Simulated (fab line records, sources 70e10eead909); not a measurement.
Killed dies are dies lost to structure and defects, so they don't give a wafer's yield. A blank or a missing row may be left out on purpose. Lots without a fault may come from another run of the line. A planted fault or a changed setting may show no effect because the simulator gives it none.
Chamber matching | flow nand_harc | NHARC_A_CHANNEL_FILL_D2_ETCHBACK_19 on rie_si-03: 4 sister chambers
The step etches the open film in HBr/Cl2, target depth 5 nm, time 1.7 s. 4 wafers are shown with their chamber, then 10 later ones without.

WAFERS WITH THEIR CHAMBER
wafer  | chamber | drypump_motor_current_A (A)
L076.2 | 0       | 5.7
L088.5 | 1       | 6.2
L093.3 | 3       | 6.2
L093.5 | 2       | 5.9

WAFERS WITHOUT THEIR CHAMBER
wafer  | drypump_motor_current_A (A)
L093.6 | 6.2
L094.1 | 5.7
L094.4 | 5.9
L094.5 | 6.2
L096.1 | 6.2
L096.3 | 6.2
L096.5 | 6.2
L097.1 | 6.2
L097.3 | 5.6
L097.6 | 5.9

WHICH CHAMBER EACH WENT THROUGH
wafer  | from the rows above     | in truth
L093.6 | can't be placed: 1 or 3 | 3
L094.1 | 0                       | 0
L094.4 | 2                       | 2
L094.5 | can't be placed: 1 or 3 | 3
L096.1 | can't be placed: 1 or 3 | 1
L096.3 | can't be placed: 1 or 3 | 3
L096.5 | can't be placed: 1 or 3 | 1
L097.1 | can't be placed: 1 or 3 | 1
L097.3 | 0                       | 0
L097.6 | 2                       | 2
Placed correctly: 4 of 10. Can't be placed from these rows: 6 (the true chamber is among the candidates in 6). Placed wrongly: 0.
How it was worked out, from the rows above alone: a wafer's distance from a chamber is the root of the sum, over the readings, of the square of ((its reading less the chamber's mean) divided by the reading's scatter). The wafer belongs to the nearest chamber; if the next one is less than 2 further off, it can't be placed. A chamber's mean is the mean of its shown wafers. The scatter: with one shown wafer a chamber, the root of the mean of the squares of how far each hidden wafer lies from its nearest shown one.
